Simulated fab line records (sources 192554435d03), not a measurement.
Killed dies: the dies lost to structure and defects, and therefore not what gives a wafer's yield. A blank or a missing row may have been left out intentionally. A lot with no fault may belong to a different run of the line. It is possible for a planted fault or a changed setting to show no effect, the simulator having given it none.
fab line records :: flow n5Finfet :: part 2 of 2: steps 23 to 33 of 33
record:
  lots: 5
  wafers: 15
  lastDay: 15
route steps=1938 shown BEOL_M0_SAQP@678 BEOL_M0_CUTY@701
lots that met no fault: from a run of the same line without faults
startH: the number of hours between the record's first day and the start of the first shown wafer of the lot :: waitH: hours from the lot's prior step to this one :: " identical to the entry in the row above :: L1.1+2: several wafers, shown together as one row :: - no value, or no start given :: * or withheld: withheld :: < > ~ a bound
route shown NAME@n: a module of which the file shows steps, and the number in the route of the first :: usual: mean/standard deviation of fault-free wafers :: same: alike in all rows :: chamber/n: place in a boat :: sites: the reading at each site :: _std_site: the values' standard deviation :: _edge_site: mean of outer sites minus mean of inner sites :: radiusMm: for every site, how far away it sits from the centre of the wafer :: mask NAME#n: copy n :: behind: the most recent tool/chamber to have shaped the wafer :: hold: why the lot was held/for how many hours/how that ended :: device: the transistor (n, p or np) that didn't switch :: end of line: the same wafers' tests at the end of the route :: a step given without rows: its recipe and nothing more :: killed: not the wafer's yield, but the dies lost to structure and defects at the first sort :: map: dies across one wafer; x = killed, . = not, _ = none there
set.NAME: the setting that was run; set.NAME@STEP: the one run at that earlier step :: model.NAME: the simulator's own value behind a step, which no gauge read
a table for each step, a row for each wafer; lots at some steps of the route
services: the hour from which a tool's chamber was out of use, counted from the record's first day as startH (under 0 if before that day), plus the number of hours and why
== steps ==
step: N5_BEOL_M0_SAQP_STRIP_75
recipe:
  chemistry: CF4
  resist: SiARC
  powerW: 300
  biasPowerW: 75
  pressureMtorr: 50
  cf4FlowSccm: 150
  rfFrequencyHz: 6e+07
usual:
  drypumpMotorCurrentA: 5.9/0.42
  oesProductAu: 0.187/0.019
  rfVppV: 271.5/1.5
  showerheadPlenumPTorr: 1.81/0.064
  throttleValvePct: 13.54/0.25
lot.wafer: L074.1
tool: rieDiel-03
chamber: 2
startH: 110.18
waitH: 0.1
drypumpMotorCurrentA: 5.3
oesProductAu: 0.182
rfHoursCounterH: 121
rfVppV: 269.5
showerheadPlenumPTorr: 1.74
throttleValvePct: 13.63

lot.wafer: L074.2
tool: rieDiel-03
chamber: 1
startH: 110.18
waitH: 0.1
drypumpMotorCurrentA: 5.9
oesProductAu: 0.181
rfHoursCounterH: 140
rfVppV: 271.6
showerheadPlenumPTorr: 1.87
throttleValvePct: 13.74

lot.wafer: L074.6
tool: rieDiel-03
chamber: 3
startH: 110.18
waitH: 0.1
drypumpMotorCurrentA: 5.4
oesProductAu: 0.165
rfHoursCounterH: -
rfVppV: 270.4
showerheadPlenumPTorr: 1.77
throttleValvePct: 13.99

lot.wafer: L075.1
tool: rieDiel-06
chamber: 0
startH: 132.22
waitH: 0.1
drypumpMotorCurrentA: 5.9
oesProductAu: 0.157
rfHoursCounterH: 225
rfVppV: 270.3
showerheadPlenumPTorr: 1.77
throttleValvePct: 13.75

lot.wafer: L075.4
tool: rieDiel-06
chamber: 2
startH: 132.22
waitH: 0.1
drypumpMotorCurrentA: 5.2
oesProductAu: 0.209
rfHoursCounterH: 27
rfVppV: 271.1
showerheadPlenumPTorr: 1.82
throttleValvePct: 13.37

lot.wafer: L075.6
tool: rieDiel-06
chamber: 1
startH: 132.22
waitH: 0.1
drypumpMotorCurrentA: 6.1
oesProductAu: 0.221
rfHoursCounterH: -
rfVppV: 271.2
showerheadPlenumPTorr: 1.84
throttleValvePct: 13.18

lot.wafer: L083.1
tool: rieDiel-03
chamber: 2
startH: 167.04
waitH: 0.1
drypumpMotorCurrentA: 5.3
oesProductAu: 0.182
rfHoursCounterH: 141
rfVppV: 270.5
showerheadPlenumPTorr: 1.73
throttleValvePct: 13.68

lot.wafer: L083.4
tool: rieDiel-03
chamber: 0
startH: 167.04
waitH: 0.1
drypumpMotorCurrentA: 6.7
oesProductAu: 0.207
rfHoursCounterH: 17
rfVppV: 271.4
showerheadPlenumPTorr: 1.77
throttleValvePct: 13.39

lot.wafer: L083.5
tool: rieDiel-03
chamber: 2
startH: 167.04
waitH: 0.1
drypumpMotorCurrentA: 5.3
oesProductAu: 0.176
rfHoursCounterH: -
rfVppV: 269.7
showerheadPlenumPTorr: 1.73
throttleValvePct: 13.66

lot.wafer: L086.1
tool: rieDiel-03
chamber: 0
startH: 190.03
waitH: 0.1
drypumpMotorCurrentA: 6.6
oesProductAu: 0.202
rfHoursCounterH: 27
rfVppV: 268.7
showerheadPlenumPTorr: 1.76
throttleValvePct: 13.42

lot.wafer: L086.2
tool: rieDiel-03
chamber: 2
startH: 190.03
waitH: 0.1
drypumpMotorCurrentA: 5.3
oesProductAu: 0.170
rfHoursCounterH: 151
rfVppV: 270.9
showerheadPlenumPTorr: 1.73
throttleValvePct: 13.68

lot.wafer: L086.3
tool: rieDiel-03
chamber: 1
startH: 190.03
waitH: 0.1
drypumpMotorCurrentA: 6.0
oesProductAu: 0.171
rfHoursCounterH: 170
rfVppV: 272.1
showerheadPlenumPTorr: 1.86
throttleValvePct: 13.82

lot.wafer: L090.1
tool: rieDiel-06
chamber: 1
startH: 212.63
waitH: 0.1
drypumpMotorCurrentA: 6.2
oesProductAu: 0.209
rfHoursCounterH: 26
rfVppV: 271.1
showerheadPlenumPTorr: 1.83
throttleValvePct: 13.21

lot.wafer: L090.4
tool: rieDiel-06
chamber: 2
startH: 212.63
waitH: 0.1
drypumpMotorCurrentA: 5.2
oesProductAu: 0.201
rfHoursCounterH: 47
rfVppV: 271.2
showerheadPlenumPTorr: 1.82
throttleValvePct: 13.40

lot.wafer: L090.6
tool: rieDiel-06
chamber: 2
startH: 212.63
waitH: 0.1
drypumpMotorCurrentA: 5.2
oesProductAu: 0.196
rfHoursCounterH: -
rfVppV: 272.6
showerheadPlenumPTorr: 1.82
throttleValvePct: 13.43
step: N5_BEOL_M0_CUTY_COAT_50
recipe:
  resist: SiARC
  tempC: 220
  timeS: 60
  spinRpm: 1500
  resistThkNm: 15
lot.wafer: L074.1+2+6
tool: lithoTrack-03
chamber: 0
startH: 110.22
waitH: 0.0

lot.wafer: L075.1+4+6
tool: lithoTrack-04
chamber: 0
startH: 132.26
waitH: 0.0

lot.wafer: L083.1+4+5
tool: lithoTrack-04
chamber: 0
startH: 167.08
waitH: 0.0

lot.wafer: L086.1+2+3
tool: lithoTrack-03
chamber: 0
startH: 190.08
waitH: 0.0

lot.wafer: L090.1+4+6
tool: lithoTrack-03
chamber: 0
startH: 212.68
waitH: 0.0
step: N5_BEOL_M0_CUTY_COAT_51
recipe:
  resist: CAR-ArF-block
  spinRpm: 1500
  resistThkNm: 150
lot.wafer: L074.1+2+6
tool: lithoTrack-03
chamber: 0
startH: -
waitH: -

lot.wafer: L075.1+4+6
tool: lithoTrack-04
chamber: 0
startH: -
waitH: -

lot.wafer: L083.1+4+5
tool: lithoTrack-04
chamber: 0
startH: -
waitH: -

lot.wafer: L086.1+2+3
tool: lithoTrack-03
chamber: 0
startH: -
waitH: -

lot.wafer: L090.1+4+6
tool: lithoTrack-03
chamber: 0
startH: -
waitH: -
step: N5_BEOL_M0_CUTY_EBR_52
recipe:
  solvent: PGMEA
  ebrWidthMm: 1.5
lot.wafer: L074.1+2+6
tool: lithoTrack-03
chamber: 0
startH: -
waitH: -

lot.wafer: L075.1+4+6
tool: lithoTrack-04
chamber: 0
startH: -
waitH: -

lot.wafer: L083.1+4+5
tool: lithoTrack-04
chamber: 0
startH: -
waitH: -

lot.wafer: L086.1+2+3
tool: lithoTrack-03
chamber: 0
startH: -
waitH: -

lot.wafer: L090.1+4+6
tool: lithoTrack-03
chamber: 0
startH: -
waitH: -
step: N5_BEOL_M0_CUTY_SOFTBAKE_53
recipe:
  tempC: 110
  timeS: 60
  resist: CAR-ArF-block
lot.wafer: L074.1+2+6
tool: lithoTrack-03
chamber: 0
startH: -
waitH: -

lot.wafer: L075.1+4+6
tool: lithoTrack-04
chamber: 0
startH: -
waitH: -

lot.wafer: L083.1+4+5
tool: lithoTrack-04
chamber: 0
startH: -
waitH: -

lot.wafer: L086.1+2+3
tool: lithoTrack-03
chamber: 0
startH: -
waitH: -

lot.wafer: L090.1+4+6
tool: lithoTrack-03
chamber: 0
startH: -
waitH: -
step: N5_BEOL_M0_CUTY_EXPOSE_54
recipe:
  maskId: M0_ABLK
  na: 1.35
  sourceShape: conventional
  sigmaOuter: 0.8
  polarization: unpolarized
  doseMj: 36
usual:
  focusOffsetNm: 0.1/0.51
  stageVelMmS: 500.00/0.21
same:
  sigmaOuter: 0.8
lot.wafer: L074.1
tool: arfiScanner-03
chamber: 0
startH: 110.65
waitH: -
mask: M0_ABLK#0
focusOffsetNm: -0.5
stageVelMmS: 500.20

lot.wafer: L074.2
tool: arfiScanner-03
chamber: 0
startH: 110.65
waitH: -
mask: M0_ABLK#0
focusOffsetNm: -0.1
stageVelMmS: 500.04

lot.wafer: L074.6
tool: arfiScanner-03
chamber: 0
startH: 110.65
waitH: -
mask: M0_ABLK#0
focusOffsetNm: 0.4
stageVelMmS: 499.75

lot.wafer: L075.1
tool: arfiScanner-01
chamber: 0
startH: 132.49
waitH: -
mask: M0_ABLK#0
focusOffsetNm: 1.1
stageVelMmS: 499.82

lot.wafer: L075.4
tool: arfiScanner-01
chamber: 0
startH: 132.49
waitH: -
mask: M0_ABLK#0
focusOffsetNm: 0.5
stageVelMmS: 499.70

lot.wafer: L075.6
tool: arfiScanner-01
chamber: 0
startH: 132.49
waitH: -
mask: M0_ABLK#0
focusOffsetNm: -0.2
stageVelMmS: 499.89

lot.wafer: L083.1
tool: arfiScanner-01
chamber: 0
startH: 167.30
waitH: -
mask: M0_ABLK#0
focusOffsetNm: -0.2
stageVelMmS: 500.02

lot.wafer: L083.4
tool: arfiScanner-01
chamber: 0
startH: 167.30
waitH: -
mask: M0_ABLK#0
focusOffsetNm: -0.3
stageVelMmS: 500.12

lot.wafer: L083.5
tool: arfiScanner-01
chamber: 0
startH: 167.30
waitH: -
mask: M0_ABLK#0
focusOffsetNm: -0.5
stageVelMmS: 500.54

lot.wafer: L086.1
tool: arfiScanner-02
chamber: 0
startH: 190.30
waitH: -
mask: M0_ABLK#0
focusOffsetNm: 0.9
stageVelMmS: 499.91

lot.wafer: L086.2
tool: arfiScanner-02
chamber: 0
startH: 190.30
waitH: -
mask: M0_ABLK#0
focusOffsetNm: 0.7
stageVelMmS: 499.72

lot.wafer: L086.3
tool: arfiScanner-02
chamber: 0
startH: 190.30
waitH: -
mask: M0_ABLK#0
focusOffsetNm: 0.5
stageVelMmS: 499.95

lot.wafer: L090.1
tool: arfiScanner-03
chamber: 0
startH: 212.90
waitH: -
mask: M0_ABLK#0
focusOffsetNm: 1.1
stageVelMmS: 499.93

lot.wafer: L090.4
tool: arfiScanner-03
chamber: 0
startH: 212.90
waitH: -
mask: M0_ABLK#0
focusOffsetNm: 0.4
stageVelMmS: 500.08

lot.wafer: L090.6
tool: arfiScanner-03
chamber: 0
startH: 212.90
waitH: -
mask: M0_ABLK#0
focusOffsetNm: 0.3
stageVelMmS: 500.47
step: N5_BEOL_M0_CUTY_PEB_55
recipe:
  pebTempC: 110
  pebTimeS: 60
  resist: CAR-ArF-block
lot.wafer: L074.1+2+6
tool: lithoTrack-01
chamber: 0
startH: 110.71
waitH: 0.1

lot.wafer: L075.1+4+6
tool: lithoTrack-03
chamber: 0
startH: 132.54
waitH: 0.1

lot.wafer: L083.1+4+5
tool: lithoTrack-04
chamber: 0
startH: 167.36
waitH: 0.1

lot.wafer: L086.1+2+3
tool: lithoTrack-03
chamber: 0
startH: 190.36
waitH: 0.1

lot.wafer: L090.1+4+6
tool: lithoTrack-01
chamber: 0
startH: 212.96
waitH: 0.1
step: N5_BEOL_M0_CUTY_DEVELOP_56
recipe:
  developTimeS: 30
  developer: TMAH
  resist: CAR-ArF-block
  rinseLiquid: diw
  dry: airSpin
  devTempC: 23
lot.wafer: L074.1+2+6
tool: lithoTrack-01
chamber: 0
startH: -
waitH: -

lot.wafer: L075.1+4+6
tool: lithoTrack-03
chamber: 0
startH: -
waitH: -

lot.wafer: L083.1+4+5
tool: lithoTrack-04
chamber: 0
startH: -
waitH: -

lot.wafer: L086.1+2+3
tool: lithoTrack-03
chamber: 0
startH: -
waitH: -

lot.wafer: L090.1+4+6
tool: lithoTrack-01
chamber: 0
startH: -
waitH: -
step: N5_BEOL_M0_CUTY_CD_MEAS_57
recipe:
  targetCdNm: 200
  landingEnergyEv: 500
  detector: seInlens
  polarity: line
usual:
  cdNm: 200.2/0.82
lot.wafer: L074.1
tool: cdSem-03
chamber: 0
startH: 110.78
waitH: -
cdNm: 199.8

lot.wafer: L074.2
tool: cdSem-03
chamber: 0
startH: 110.78
waitH: -
cdNm: 201.9

lot.wafer: L074.6
tool: cdSem-03
chamber: 0
startH: 110.78
waitH: -
cdNm: 201.2

lot.wafer: L075.1
tool: cdSem-02
chamber: 0
startH: 132.61
waitH: -
cdNm: 201.4

lot.wafer: L075.4
tool: cdSem-02
chamber: 0
startH: 132.61
waitH: -
cdNm: 201.1

lot.wafer: L075.6
tool: cdSem-02
chamber: 0
startH: 132.61
waitH: -
cdNm: 200.5

lot.wafer: L083.1
tool: cdSem-01
chamber: 0
startH: 167.43
waitH: -
cdNm: 199.0

lot.wafer: L083.4
tool: cdSem-01
chamber: 0
startH: 167.43
waitH: -
cdNm: 198.3

lot.wafer: L083.5
tool: cdSem-01
chamber: 0
startH: 167.43
waitH: -
cdNm: 198.8

lot.wafer: L086.1
tool: cdSem-02
chamber: 0
startH: 190.43
waitH: -
cdNm: 200.7

lot.wafer: L086.2
tool: cdSem-02
chamber: 0
startH: 190.43
waitH: -
cdNm: 201.2

lot.wafer: L086.3
tool: cdSem-02
chamber: 0
startH: 190.43
waitH: -
cdNm: 200.7

lot.wafer: L090.1
tool: cdSem-03
chamber: 0
startH: 213.03
waitH: -
cdNm: 200.4

lot.wafer: L090.4
tool: cdSem-03
chamber: 0
startH: 213.03
waitH: -
cdNm: 200.4

lot.wafer: L090.6
tool: cdSem-03
chamber: 0
startH: 213.03
waitH: -
cdNm: 200.6
step: N5_BEOL_M0_CUTY_OVL_MEAS_58
recipe:
  pointsPerWafer: 44
usual:
  M0_ABLK_OVL: -0.3/0.78
lot.wafer: L074.1
tool: overlay-01
chamber: 0
startH: 110.81
waitH: 0.0
M0_ABLK_OVL[nm]: -1.1

lot.wafer: L074.2
tool: overlay-01
chamber: 0
startH: 110.81
waitH: 0.0
M0_ABLK_OVL[nm]: -0.2

lot.wafer: L074.6
tool: overlay-01
chamber: 0
startH: 110.81
waitH: 0.0
M0_ABLK_OVL[nm]: -0.7

lot.wafer: L075.1
tool: overlay-01
chamber: 0
startH: 132.64
waitH: 0.0
M0_ABLK_OVL[nm]: -0.4

lot.wafer: L075.4
tool: overlay-01
chamber: 0
startH: 132.64
waitH: 0.0
M0_ABLK_OVL[nm]: 0.6

lot.wafer: L075.6
tool: overlay-01
chamber: 0
startH: 132.64
waitH: 0.0
M0_ABLK_OVL[nm]: -0.1

lot.wafer: L083.1
tool: overlay-02
chamber: 0
startH: 167.46
waitH: 0.0
M0_ABLK_OVL[nm]: -0.3

lot.wafer: L083.4
tool: overlay-02
chamber: 0
startH: 167.46
waitH: 0.0
M0_ABLK_OVL[nm]: -0.9

lot.wafer: L083.5
tool: overlay-02
chamber: 0
startH: 167.46
waitH: 0.0
M0_ABLK_OVL[nm]: -0.5

lot.wafer: L086.1
tool: overlay-01
chamber: 0
startH: 190.46
waitH: 0.0
M0_ABLK_OVL[nm]: -0.5

lot.wafer: L086.2
tool: overlay-01
chamber: 0
startH: 190.46
waitH: 0.0
M0_ABLK_OVL[nm]: -1.8

lot.wafer: L086.3
tool: overlay-01
chamber: 0
startH: 190.46
waitH: 0.0
M0_ABLK_OVL[nm]: -1.0

lot.wafer: L090.1
tool: overlay-02
chamber: 0
startH: 213.06
waitH: 0.0
M0_ABLK_OVL[nm]: -0.7

lot.wafer: L090.4
tool: overlay-02
chamber: 0
startH: 213.06
waitH: 0.0
M0_ABLK_OVL[nm]: -1.3

lot.wafer: L090.6
tool: overlay-02
chamber: 0
startH: 213.06
waitH: 0.0
M0_ABLK_OVL[nm]: -1.5
step: N5_BEOL_M0_CUTY_INSPECT_59
recipe:
  mode: adi
  inspectInstrument: macro
usual:
  rawDefectCount: 1.9/1.3
lot.wafer: L074.1
tool: defectInspect-01
chamber: -
startH: 110.83
waitH: 0.0
rawDefectCount: 5

lot.wafer: L074.2
tool: defectInspect-01
chamber: -
startH: 110.83
waitH: 0.0
rawDefectCount: 2

lot.wafer: L074.6
tool: defectInspect-01
chamber: -
startH: 110.83
waitH: 0.0
rawDefectCount: 2

lot.wafer: L075.1
tool: defectInspect-01
chamber: -
startH: 132.66
waitH: 0.0
rawDefectCount: 1

lot.wafer: L075.4
tool: defectInspect-01
chamber: -
startH: 132.66
waitH: 0.0
rawDefectCount: 2

lot.wafer: L075.6
tool: defectInspect-01
chamber: -
startH: 132.66
waitH: 0.0
rawDefectCount: 0

lot.wafer: L083.1
tool: defectInspect-01
chamber: -
startH: 167.48
waitH: 0.0
rawDefectCount: 1

lot.wafer: L083.4
tool: defectInspect-01
chamber: -
startH: 167.48
waitH: 0.0
rawDefectCount: 1

lot.wafer: L083.5
tool: defectInspect-01
chamber: -
startH: 167.48
waitH: 0.0
rawDefectCount: 2

lot.wafer: L086.1
tool: defectInspect-02
chamber: -
startH: 190.48
waitH: 0.0
rawDefectCount: 1

lot.wafer: L086.2
tool: defectInspect-02
chamber: -
startH: 190.48
waitH: 0.0
rawDefectCount: 3

lot.wafer: L086.3
tool: defectInspect-02
chamber: -
startH: 190.48
waitH: 0.0
rawDefectCount: 0

lot.wafer: L090.1
tool: defectInspect-02
chamber: -
startH: 213.08
waitH: 0.0
rawDefectCount: 7

lot.wafer: L090.4
tool: defectInspect-02
chamber: -
startH: 213.08
waitH: 0.0
rawDefectCount: 0

lot.wafer: L090.6
tool: defectInspect-02
chamber: -
startH: 213.08
waitH: 0.0
rawDefectCount: 1
== services ==
tool: rieSi-06
chamber: 0
startH: 87.43
hours: 6.4
kind: repair

tool: rieDiel-06
chamber: 0
startH: 88.86
hours: 4.1
kind: repair

tool: arfiScanner-03
chamber: -
startH: 89.32
hours: 0.4
kind: repair

tool: arfiScanner-03
chamber: -
startH: 99.10
hours: 1.5
kind: pm

tool: aldSin-03
chamber: -
startH: 112.71
hours: 2.8
kind: pm

tool: rieDiel-02
chamber: 1
startH: 113.73
hours: 15.6
kind: repair

tool: euvScanner-01
chamber: -
startH: 114.00
hours: 1.5
kind: repair

tool: arfiScanner-01
chamber: -
startH: 115.65
hours: 1.2
kind: repair

tool: rieDiel-06
chamber: 2
startH: 117.42
hours: 1.2
kind: repair

tool: arfiScanner-03
chamber: -
startH: 123.35
hours: 1.3
kind: pm

tool: euvScanner-02
chamber: -
startH: 125.92
hours: 12.0
kind: pm

tool: arfiScanner-01
chamber: -
startH: 135.37
hours: 1.0
kind: pm

tool: euvScanner-02
chamber: -
startH: 137.92
hours: 1.0
kind: pm

tool: euvScanner-01
chamber: -
startH: 138.93
hours: 1.0
kind: pm

tool: rieSi-01
chamber: 2
startH: 139.12
hours: 2.8
kind: repair

tool: euvScanner-02
chamber: -
startH: 145.96
hours: 0.5
kind: repair

tool: arfiScanner-01
chamber: -
startH: 153.17
hours: 0.8
kind: pm

tool: rieDiel-02
chamber: 3
startH: 153.75
hours: 1.5
kind: repair

tool: rieDiel-03
chamber: 3
startH: 164.52
hours: 1.7
kind: repair

tool: arfiScanner-03
chamber: -
startH: 171.97
hours: 1.0
kind: pm

tool: aldSin-02
chamber: -
startH: 176.75
hours: 14.0
kind: pm

tool: rieDiel-06
chamber: -
startH: 179.18
hours: 14.6
kind: pm

tool: euvScanner-01
chamber: -
startH: 189.81
hours: 1.0
kind: pm

tool: rieDiel-02
chamber: 0
startH: 201.01
hours: 9.1
kind: repair
